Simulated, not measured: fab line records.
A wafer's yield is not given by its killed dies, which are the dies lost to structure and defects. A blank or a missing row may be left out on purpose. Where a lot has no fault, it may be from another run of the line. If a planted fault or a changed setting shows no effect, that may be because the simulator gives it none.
Matching of chambers || flow nand harc || NHARC_A_CONTACT_ETCH_102 on rie diel-13: 4 sister chambers
The step etches the open film in CF4/O2, target depth 70 nm, overetch 7 nm, time 38.5 s. 18 wafers are shown with their chamber, then 9 later ones without.

## EACH WAFER AND ITS CHAMBER
{"wafer": "L076.1", "chamber": 1, "drypump motor current A (A)": 5.6, "showerhead plenum p Torr (Torr)": 1.34, "rf vpp V (V)": 199.1}
{"wafer": "L076.2", "chamber": 0, "drypump motor current A (A)": 5.1, "showerhead plenum p Torr (Torr)": 1.27, "rf vpp V (V)": 196.8}
{"wafer": "L076.6", "chamber": 3, "drypump motor current A (A)": 5.7, "showerhead plenum p Torr (Torr)": 1.35, "rf vpp V (V)": 197.5}
{"wafer": "L078.1", "chamber": 0, "drypump motor current A (A)": 5.1, "showerhead plenum p Torr (Torr)": 1.27, "rf vpp V (V)": 195.3}
{"wafer": "L078.3", "chamber": 2, "drypump motor current A (A)": 5.7, "showerhead plenum p Torr (Torr)": 1.28, "rf vpp V (V)": 195.5}
{"wafer": "L078.6", "chamber": 3, "drypump motor current A (A)": 5.7, "showerhead plenum p Torr (Torr)": 1.35, "rf vpp V (V)": 199.5}
{"wafer": "L080.1", "chamber": 0, "drypump motor current A (A)": 5.1, "showerhead plenum p Torr (Torr)": 1.27, "rf vpp V (V)": 197.2}
{"wafer": "L080.4", "chamber": 0, "drypump motor current A (A)": 5.1, "showerhead plenum p Torr (Torr)": 1.26, "rf vpp V (V)": 197.3}
{"wafer": "L080.5", "chamber": 2, "drypump motor current A (A)": 5.6, "showerhead plenum p Torr (Torr)": 1.27, "rf vpp V (V)": 196.4}
{"wafer": "L079.1", "chamber": 2, "drypump motor current A (A)": 5.7, "showerhead plenum p Torr (Torr)": 1.27, "rf vpp V (V)": 196.2}
{"wafer": "L079.3", "chamber": 1, "drypump motor current A (A)": 5.6, "showerhead plenum p Torr (Torr)": 1.33, "rf vpp V (V)": 197.9}
{"wafer": "L079.5", "chamber": 0, "drypump motor current A (A)": 5.1, "showerhead plenum p Torr (Torr)": 1.26, "rf vpp V (V)": 196.5}
{"wafer": "L082.1", "chamber": 3, "drypump motor current A (A)": 5.7, "showerhead plenum p Torr (Torr)": 1.34, "rf vpp V (V)": 198.3}
{"wafer": "L082.2", "chamber": 1, "drypump motor current A (A)": 5.6, "showerhead plenum p Torr (Torr)": 1.33, "rf vpp V (V)": 196.2}
{"wafer": "L082.4", "chamber": 2, "drypump motor current A (A)": 5.6, "showerhead plenum p Torr (Torr)": 1.27, "rf vpp V (V)": 196.1}
{"wafer": "L088.2", "chamber": 2, "drypump motor current A (A)": 5.7, "showerhead plenum p Torr (Torr)": 1.27, "rf vpp V (V)": 197.1}
{"wafer": "L088.3", "chamber": 3, "drypump motor current A (A)": 5.7, "showerhead plenum p Torr (Torr)": 1.34, "rf vpp V (V)": 199.0}
{"wafer": "L088.4", "chamber": 1, "drypump motor current A (A)": 5.6, "showerhead plenum p Torr (Torr)": 1.33, "rf vpp V (V)": 197.5}

SIGNATURES, as means of the wafers listed above
{"reading": "drypump motor current A", "chamber 0": 5.100, "chamber 1": 5.600, "chamber 2": 5.660, "chamber 3": 5.700, "scatter within a chamber": 0.0293}
{"reading": "showerhead plenum p Torr", "chamber 0": 1.2660, "chamber 1": 1.3325, "chamber 2": 1.2720, "chamber 3": 1.3450, "scatter within a chamber": 0.00518}
{"reading": "rf vpp V", "chamber 0": 196.620, "chamber 1": 197.675, "chamber 2": 196.260, "chamber 3": 198.575, "scatter within a chamber": 0.865}
Rule: for each reading, subtract the chamber's mean from the wafer's reading, divide by that reading's scatter and square the result; add these up over the readings and take the root, which gives the wafer's distance from the chamber. If the next closest chamber is less than 2 further off than the closest, the wafer can't be placed; otherwise it belongs to the closest. The scatter: the root of (the sum of the squares of (reading less its chamber's mean) over the shown wafers, divided by (wafers less chambers)).

## WAFERS MISSING THEIR CHAMBER
{"wafer": "L086.1", "drypump motor current A (A)": 5.7, "showerhead plenum p Torr (Torr)": 1.27, "rf vpp V (V)": 195.1}
{"wafer": "L086.3", "drypump motor current A (A)": 5.6, "showerhead plenum p Torr (Torr)": 1.33, "rf vpp V (V)": 198.6}
{"wafer": "L086.5", "drypump motor current A (A)": 5.7, "showerhead plenum p Torr (Torr)": 1.34, "rf vpp V (V)": 197.7}
{"wafer": "L097.1", "drypump motor current A (A)": 5.7, "showerhead plenum p Torr (Torr)": 1.27, "rf vpp V (V)": 195.2}
{"wafer": "L097.2", "drypump motor current A (A)": 5.1, "showerhead plenum p Torr (Torr)": 1.26, "rf vpp V (V)": 197.5}
{"wafer": "L097.5", "drypump motor current A (A)": 5.7, "showerhead plenum p Torr (Torr)": 1.34, "rf vpp V (V)": 197.8}
{"wafer": "L094.2", "drypump motor current A (A)": 5.6, "showerhead plenum p Torr (Torr)": 1.27, "rf vpp V (V)": 197.4}
{"wafer": "L094.4", "drypump motor current A (A)": 5.1, "showerhead plenum p Torr (Torr)": 1.26, "rf vpp V (V)": 197.5}
{"wafer": "L094.6", "drypump motor current A (A)": 5.7, "showerhead plenum p Torr (Torr)": 1.34, "rf vpp V (V)": 198.2}

## THE CHAMBER EACH PASSED THROUGH
{"wafer": "L086.1", "from the rows above": 2, "in truth": 2}
{"wafer": "L086.3", "from the rows above": 1, "in truth": 1}
{"wafer": "L086.5", "from the rows above": 3, "in truth": 3}
{"wafer": "L097.1", "from the rows above": 2, "in truth": 2}
{"wafer": "L097.2", "from the rows above": 0, "in truth": 0}
{"wafer": "L097.5", "from the rows above": 3, "in truth": 3}
{"wafer": "L094.2", "from the rows above": 2, "in truth": 2}
{"wafer": "L094.4", "from the rows above": 0, "in truth": 0}
{"wafer": "L094.6", "from the rows above": 3, "in truth": 3}
9 of 9 placed correctly. Not placeable from these rows: 0. 0 placed wrongly.
